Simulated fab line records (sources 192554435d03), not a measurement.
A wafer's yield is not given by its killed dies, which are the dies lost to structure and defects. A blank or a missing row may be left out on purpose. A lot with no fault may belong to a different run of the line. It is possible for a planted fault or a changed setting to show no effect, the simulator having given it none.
A struck lot beside a sound one    flow n5Finfet    37 steps out of a route of 1938
Sound: wafers L411.1, L411.4, L411.5. Struck: wafers L421.2, L421.5, L421.6. At the end, the cause is stated.
Order at every step that has rows: each side's tool, ch and its chambers, its first start. Under that, the readings that differ: sound wafers    struck wafers    difference of the means    sigmas: that difference in standard deviations of wafers without a fault.
alike: readings with means less than 2 such deviations apart, plus words and numbers identical on both sides. not compared: withheld readings, readings lacking a value on some wafer, bounds such as >300 that could conceal the same value, and numbers that have no deviation in the record and whose values overlap.
A row with sigmas, a row that says differs or no value, or rows on one side alone: a step with any of these is where the two part. Numbers that don't overlap but have no deviation are shown without sigmas and don't part them. A reading that every wafer of one side lacks parts them only if that side has two wafers or more.

first, 2 steps without rows for these wafers: N5_BEOL_M1_ANNEAL_51 (time 90 s); N5_BEOL_M1_CMP_52 (polishes, stops on SiOC, t overpolish 6.8 s, target thk 40 nm).
N5_BEOL_M1_THK_MEAS_53: measures by xrf.
  sound on filmMetro-02, day 9 16:21; struck on filmMetro-01, day 12 05:25
  alike: M1_THK
then, 3 steps without rows for these wafers: N5_BEOL_M1_PRE_CLEAN_60 (time 15 s); N5_BEOL_M1_CO_CAP_55 (material Co, precursor CCTBA/H2, target thk 2 nm, time 102.1 s); N5_BEOL_M1_PRE_CLEAN_56 (time 15 s).
N5_BEOL_M1_DEP_57: deposits SiCN from 3MS/NH3, target thk 8 nm, time 14 s.
  sound on pecvd-04 ch 0,2, day 9 16:32; struck on pecvd-04 ch 0,1, day 12 05:37
  alike: chamberPressureTorr, rfFwdPowerW, showerheadPlenumPTorr, throttleValvePct
N5_BEOL_M1_RS_MEAS_58: measures by four-point-probe.
  sound on filmMetro-02, day 9 16:37; struck on filmMetro-01, day 12 05:42
  alike: M1_RS
N5_BEOL_M1_INSPECT_59: inspects for defects (darkfield).
  sound on defectInspect-02, day 9 16:38; struck on defectInspect-01, day 12 05:43
  alike: rawDefectCount
N5_BEOL_M2_ILD_DEP_00: deposits SiOC from DEMS/O2, target thk 79 nm, time 15.3 s.
  sound on pecvd-01 ch 0, day 9 16:40; struck on pecvd-02 ch 0,1,2, day 12 05:46
  alike: chamberPressureTorr, heaterPowerOuterW, heaterPowerW, showerheadPlenumPTorr, throttleValvePct
N5_BEOL_M2_THK_MEAS_01:
  sound on filmMetro-01, day 9 16:46; struck on filmMetro-02, day 12 05:50
  alike: M2_ILD_THK
then, 1 step without rows for these wafers: N5_BEOL_M2_PECVD_72 (deposits SiO2 from TEOS/O2, target thk 16 nm, time 18 s).
N5_BEOL_M2_HM_DEP_02: deposits TiN, target thk 20 nm.
  sound on pvdSputter-02, day 9 18:37; struck on pvdSputter-01, day 12 07:31
  no value came back on the struck wafers for chamberPressurePa (Pa), substrateTempC (C), throttleValvePct (%); on the sound wafers chamberPressurePa (Pa) reads 0.4985 0.5005 0.4988
then, 9 steps without rows for these wafers: N5_BEOL_M2_COAT_61 (time 60 s, resist thk 60 nm); N5_BEOL_M2_COAT_62 (time 60 s, resist thk 12 nm); N5_BEOL_M2_COAT_73 (time 60 s, resist thk 5 nm); N5_BEOL_M2_COAT_05 (resist thk 30 nm); N5_BEOL_M2_EBR_07; N5_BEOL_M2_SOFTBAKE_06 (time 60 s); N5_BEOL_M2_EXPOSE_08 (exposes mask M2); N5_BEOL_M2_PEB_09 (peb time 60 s); N5_BEOL_M2_DEVELOP_10 (develop time 30 s).
N5_BEOL_M2_CD_MEAS_11 targets a cd of 16.79 nm.
  sound on cdSem-02 ch 0, day 9 19:01; struck on cdSem-03 ch 0, day 12 08:02
  alike: cdNm
N5_BEOL_M2_OVL_MEAS_12:
  sound on overlay-01 ch 0, day 9 19:03; struck on overlay-02 ch 0, day 12 08:05
  alike: M2_OVL
N5_BEOL_M2_INSPECT_13: inspects for defects (brightfield).
  sound on defectInspect-01, day 9 19:06; struck on defectInspect-01, day 12 08:08
  alike: rawDefectCount
N5_BEOL_M2_DESCUM_16: chemistry O2, time 7 s.
  sound on rieDiel-04 ch 0,1,3, day 9 19:16; struck on rieDiel-01 ch 0,2, day 12 08:28
reading                   sound        struck       difference  sigmas
drypumpMotorCurrentA (A)  5.9 6.0 6.1  4.8 4.8 5.8  -0.9        -2
  alike: chamberPressureMTorr, oesProductAu, rfVppV, showerheadPlenumPTorr, tempC, throttleValvePct
  not compared: rfHoursCounterH
then, 2 steps without rows for these wafers: N5_BEOL_M2_ETCH_74 (etches underlayer in N2/H2, target depth 6.5 nm, time 5.2 s); N5_BEOL_M2_ETCH_63 (etches SiARC in CF4, target depth 15.6 nm, time 26 s).
N5_BEOL_M2_ETCH_64: etches SOC in N2/H2, target depth 75 nm, overetch 22.5 nm, time 121.9 s.
  sound on rieDiel-04 ch 0,1,3, day 9 19:20; struck on rieDiel-01 ch 0,2, day 12 08:33
reading                   sound        struck       difference  sigmas
drypumpMotorCurrentA (A)  5.9 6.0 6.1  4.8 4.8 5.8  -0.9        -2
  alike: chamberPressureMTorr, oesProductAu, rfVppV, showerheadPlenumPTorr, tempC, throttleValvePct
  not compared: rfHoursCounterH
then, 3 steps without rows for these wafers: N5_BEOL_M2_STRIP_65 (strips in N2/H2); N5_BEOL_M2_STRIP_75 (strips in N2/H2); N5_BEOL_M2_STRIP_66 (strips in CF4).
N5_BEOL_M2_HM_OPEN_17: chemistry Cl2/BCl3, target TiN, target depth 20 nm, overetch 6 nm.
  sound on rieMetal-01 ch 0,1, day 9 19:32; struck on rieMetal-03 ch 0,1, day 12 08:43
reading                  sound              struck             difference  sigmas
oesProductAu (a.u.)      0.79 0.66 0.65     0.32 0.32 0.32     -0.38       -7
throttleValvePct (%)     22.11 22.13 22.14  22.52 22.52 22.76  +0.47       +3
model.etch.depthNm (nm)  20.08 20.63 20.12  0 0 0              -20         
  alike: chamberPressureMTorr, drypumpMotorCurrentA, mfcCl2Sccm, oes_ar_750_au
  not compared: rfHoursCounterH
N5_BEOL_M2_STRIP_19: strips in O2.
  sound on rieDiel-04 ch 0,3, day 9 19:45; struck on rieDiel-04 ch 1,2, day 12 09:01
  alike: chamberPressureMTorr, drypumpMotorCurrentA, oesProductAu, rfVppV, showerheadPlenumPTorr, tempC, throttleValvePct
  not compared: rfHoursCounterH
N5_BEOL_M2_CD_MEAS_18: pitch 36 nm, target cd 18 nm.
  sound on cdSem-03, day 9 19:49; struck on cdSem-03, day 12 09:05
reading    sound              struck  difference                     sigmas
cdNm (nm)  17.92 17.81 17.81  - - -   no value on the struck wafers  
then, 1 step without rows for these wafers: N5_BEOL_M2_COAT_67 (time 60 s, resist thk 60 nm).
N5_BEOL_M4_RC_MEAS_101:
  the record has rows for the sound wafers here (prober-01 ch 0, day 11 00:08) and none for the struck ones

== WHERE THEY PART ==
Earliest at N5_BEOL_M2_HM_DEP_02; latest, in this record, at N5_BEOL_M4_RC_MEAS_101.

WHY: the cause the simulator had injected
Skipped step whole: pvdSputter-01, from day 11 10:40 on, at N5_BEOL_M2_HM_DEP_02. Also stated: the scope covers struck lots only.
